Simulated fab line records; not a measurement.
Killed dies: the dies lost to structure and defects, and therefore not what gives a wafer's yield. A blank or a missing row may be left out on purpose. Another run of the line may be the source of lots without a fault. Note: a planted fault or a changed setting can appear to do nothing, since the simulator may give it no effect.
Chamber matching :: flow nandHarc :: pecvd-01 running NHARC_P_M1_DEP_33: 3 sister chambers
The step deposits SiCN, target thk 30 nm. 3 wafers are shown with their chamber, then 10 later ones without.

## EACH WAFER AND ITS CHAMBER
wafer: L087.5
chamber: 0
heaterPowerW (W): 762

wafer: L089.1
chamber: 1
heaterPowerW (W): 506

wafer: L089.3
chamber: 2
heaterPowerW (W): 523

## WAFERS MISSING THEIR CHAMBER
wafer: L089.5
heaterPowerW (W): 511

wafer: L088.1
heaterPowerW (W): 536

wafer: L088.2
heaterPowerW (W): 655

wafer: L088.3
heaterPowerW (W): 556

wafer: L090.3
heaterPowerW (W): 565

wafer: L090.4
heaterPowerW (W): 553

wafer: L090.6
heaterPowerW (W): 739

wafer: L097.1
heaterPowerW (W): 560

wafer: L097.5
heaterPowerW (W): 584

wafer: L097.6
heaterPowerW (W): 766

## WHICH CHAMBER EACH ONE RAN IN
wafer: L089.5
from the rows above: can't be placed: 1 or 2
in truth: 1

wafer: L088.1
from the rows above: can't be placed: 2 or 1
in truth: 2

wafer: L088.2
from the rows above: can't be placed: 0 or 2 or 1
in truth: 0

wafer: L088.3
from the rows above: can't be placed: 2 or 1
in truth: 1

wafer: L090.3
from the rows above: can't be placed: 2 or 1
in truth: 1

wafer: L090.4
from the rows above: can't be placed: 2 or 1
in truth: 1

wafer: L090.6
from the rows above: 0
in truth: 0

wafer: L097.1
from the rows above: can't be placed: 2 or 1
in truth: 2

wafer: L097.5
from the rows above: can't be placed: 2 or 1
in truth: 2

wafer: L097.6
from the rows above: 0
in truth: 0
Placed correctly: 2 of 10. Cannot be placed on the basis of these rows: 8; the candidates contain the true chamber in 8. 0 placed wrongly.
How it was worked out, from the rows above alone: a wafer's distance from a chamber is the root of the sum, over the readings, of the square of ((its reading less the chamber's mean) divided by the reading's scatter). If the next closest chamber is less than 2 further off than the closest, the wafer can't be placed; otherwise it belongs to the closest. The mean given for a chamber averages the wafers shown for that chamber. The scatter: root of mean squared gap, hidden wafer to nearest shown wafer, with one shown wafer a chamber.
